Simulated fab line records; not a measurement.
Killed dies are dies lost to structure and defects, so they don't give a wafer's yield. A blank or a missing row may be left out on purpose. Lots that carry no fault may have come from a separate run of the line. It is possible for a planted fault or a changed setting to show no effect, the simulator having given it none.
Split-lot study -- flow n5 finfet -- route with 1938 steps; 7 lots, 21 wafers read

== THE SPLIT ==
At N5_MOL_CONTACT_COAG_EXPOSE_05 (exposes mask CA, defocus 0 nm), the setting dose mj was moved away from the recipe's 38.25 on 8 of the 21 wafers read, by +3.7% to +6.8%. This setting was run at the recipe's value on the other wafers.

== FROM THE SPLIT TO THE READING: what the file shows between them, 2 steps ==
- N5_MOL_CONTACT_COAG_PEB_06: peb time 60 s
- N5_MOL_CONTACT_COAG_DEVELOP_07: develop time 30 s

== THE READING ==
cd nm at N5_MOL_CONTACT_COAG_CD_MEAS_08, given in nm (cd target 28 nm). A value of 28.00 nm with a standard deviation of 0.23 nm is what fault-free wafers of this fab line usually give.

wafer,"tool, chamber at the split",dose mj as run,against the recipe,"cd nm, nm",against lot-mates on the recipe
L076.4,"euv scanner-01, 0",38.25,recipe,27.55,-
L076.5,"euv scanner-01, 0",38.25,recipe,27.59,-
L076.6,"euv scanner-01, 0",38.25,recipe,27.95,-
L077.1,"euv scanner-01, 0",39.66,+3.7%,28.68,+1.09
L077.2,"euv scanner-01, 0",38.25,recipe,27.73,-
L077.6,"euv scanner-01, 0",38.25,recipe,27.46,-
L084.1,"euv scanner-02, 0",40.86,+6.8%,29.76,+1.51
L084.2,"euv scanner-02, 0",38.25,recipe,28.25,-
L084.3,"euv scanner-02, 0",40.86,+6.8%,29.60,+1.35
L085.3,"euv scanner-02, 0",39.7,+3.8%,28.43,+0.27
L085.5,"euv scanner-02, 0",39.7,+3.8%,29.15,+0.99
L085.6,"euv scanner-02, 0",38.25,recipe,28.16,-
L090.1,"euv scanner-01, 0",40.12,+4.9%,29.27,no lot-mate on the recipe
L090.2,"euv scanner-01, 0",40.12,+4.9%,29.12,no lot-mate on the recipe
L090.4,"euv scanner-01, 0",40.12,+4.9%,29.00,no lot-mate on the recipe
L093.3,"euv scanner-01, 0",38.25,recipe,28.02,-
L093.5,"euv scanner-01, 0",38.25,recipe,27.98,-
L093.6,"euv scanner-01, 0",38.25,recipe,28.16,-
L097.1,"euv scanner-02, 0",38.25,recipe,28.13,-
L097.2,"euv scanner-02, 0",38.25,recipe,27.81,-
L097.5,"euv scanner-02, 0",38.25,recipe,28.20,-

THE FIT
A straight line over all 21 wafers: cd nm changes by +0.248 nm for each +1% of dose mj; r = +0.93; the points scatter about the line by 0.25 nm.
The same after taking each lot's own level away (the mean of its wafers on the recipe; 18 wafers): +0.209 nm for each +1%; r = +0.93; scatter 0.2 nm.
According to that fit, moving dose mj by its largest amount changes the reading by 1.4 nm.
Across the lots, their own levels run from 27.595 to 28.250 nm, a range of 2.8 times the standard deviation given above.
So the lot-to-lot level changes the slope: the two fits differ.
Check: with one of the wafers moved furthest among these (+6.8%) left out of the fit, the line predicts +1.38 nm for it against its lot-mates. It came out at +1.51 nm against them.

== OTHER SPLITS APPLIED TO THESE WAFERS ==
Other splits were also applied to these wafers ahead of the reading. Each is held against what the fit with the lots' levels taken away leaves over:
other split on the same wafers,wafers away from the commonest value,r with cd nm (lot level and that fit taken away)
N5_SD_EPI_N_PEB_07 peb time s,6,-0.17
N5_SD_EPI_N_ETCH_35 source w,8,-0.14
N5_SD_EPI_N_ETCH_16 target depth a,7,-0.29
N5_SDB_COAT_05 spin rpm,11,-0.13
N5_HKMG_FIN_ETCH_35 bias w,10,+0.40
N5_GATE_CUT_ALD_22 ald cycles,9,-0.22
N5_GATE_CUT_CMP_23 down force psi,9,+0.16

== THE WHOLE CHAIN: every reading that the file lists as answering this split, in the file's order ==
step,what it does,reading,change (the file's fit),r (the file's)
N5_MOL_CONTACT_COAG_CD_MEAS_08,target cd 28 nm,cd nm,+0.216 nm for each +1% of the setting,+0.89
N5_MOL_CONTACT_COAG_ETCH_59,"etches underlayer in N2/H2, target depth 13 nm, time 10.4 s","MOL_CONTACT_COAG.cd offset nm (the simulator's own value, which no gauge read)",+0.175 nm for each +1% of the setting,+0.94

== FILE'S OWN FIT ==
cd nm changes by +0.216 nm for each +1% of dose mj, r = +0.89.
